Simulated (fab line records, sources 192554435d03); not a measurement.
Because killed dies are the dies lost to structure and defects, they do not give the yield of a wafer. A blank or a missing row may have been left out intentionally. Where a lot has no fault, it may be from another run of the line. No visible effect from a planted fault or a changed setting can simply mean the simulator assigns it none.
Chamber matching	flow n5_finfet	rie_diel-04 running N5_HKMG_FIN_ETCH_35: 4 sister chambers
The step etches SOC in N2/H2, target depth 215.8 nm, time 243.4 s. 18 wafers are shown with their chamber, then 9 later ones without.

== WAFERS PAIRED WITH THEIR CHAMBERS ==
wafer	chamber	showerhead_plenum_p_Torr (Torr)	oes_product_au (a.u.)	throttle_valve_pct (%)
L077.2	1	2.42	0.75	17.67
L077.3	3	2.53	0.76	17.76
L077.6	2	2.49	0.92	17.91
L079.3	1	2.42	0.74	17.65
L079.4	3	2.53	0.75	17.76
L079.6	0	2.70	0.93	17.54
L081.1	3	2.53	0.76	17.78
L081.3	2	2.49	0.90	17.96
L081.6	3	2.53	0.75	17.76
L082.1	1	2.42	0.74	17.65
L082.2	3	2.53	0.76	17.79
L082.6	0	2.70	0.93	17.54
L085.1	2	2.48	0.88	17.97
L085.2	0	2.70	0.91	17.55
L085.6	3	2.52	0.75	17.79
L087.1	1	2.41	0.74	17.70
L087.5	3	2.52	0.75	17.79
L087.6	0	2.70	0.89	17.58

SIGNATURES (averages over the wafers above)
reading	chamber 0	chamber 1	chamber 2	chamber 3	scatter within a chamber
showerhead_plenum_p_Torr	2.7000	2.4175	2.4867	2.5271	0.00451
oes_product_au	0.9150	0.7425	0.9000	0.7543	0.0124
throttle_valve_pct	17.5525	17.6675	17.9467	17.7757	0.021
Rule: for each reading, subtract the chamber's mean from the wafer's reading, divide by that reading's scatter and square the result; add these up over the readings and take the root, which gives the wafer's distance from the chamber. The wafer belongs to the nearest chamber; if the next one is less than 2 further off, it can't be placed. The scatter is the square root of a quotient: the sum, over the shown wafers, of each reading's squared deviation from its chamber's mean, divided by wafers minus chambers.

== WAFERS MISSING THEIR CHAMBER ==
wafer	showerhead_plenum_p_Torr (Torr)	oes_product_au (a.u.)	throttle_valve_pct (%)
L093.3	2.41	0.73	17.71
L093.5	2.52	0.73	17.83
L093.6	2.69	0.89	17.58
L094.1	2.41	0.72	17.74
L094.2	2.52	0.74	17.81
L094.4	2.48	0.85	17.99
L096.1	2.40	0.71	17.72
L096.2	2.47	0.85	18.03
L096.3	2.69	0.88	17.60

== WHICH CHAMBER EACH WENT THROUGH ==
wafer	from the rows above	in truth
L093.3	1	1
L093.5	3	3
L093.6	0	0
L094.1	1	1
L094.2	3	3
L094.4	2	2
L096.1	1	1
L096.2	2	2
L096.3	0	0
Placed correctly: 9 of 9. From these rows, 0 cannot be placed. Wrongly placed: 0.
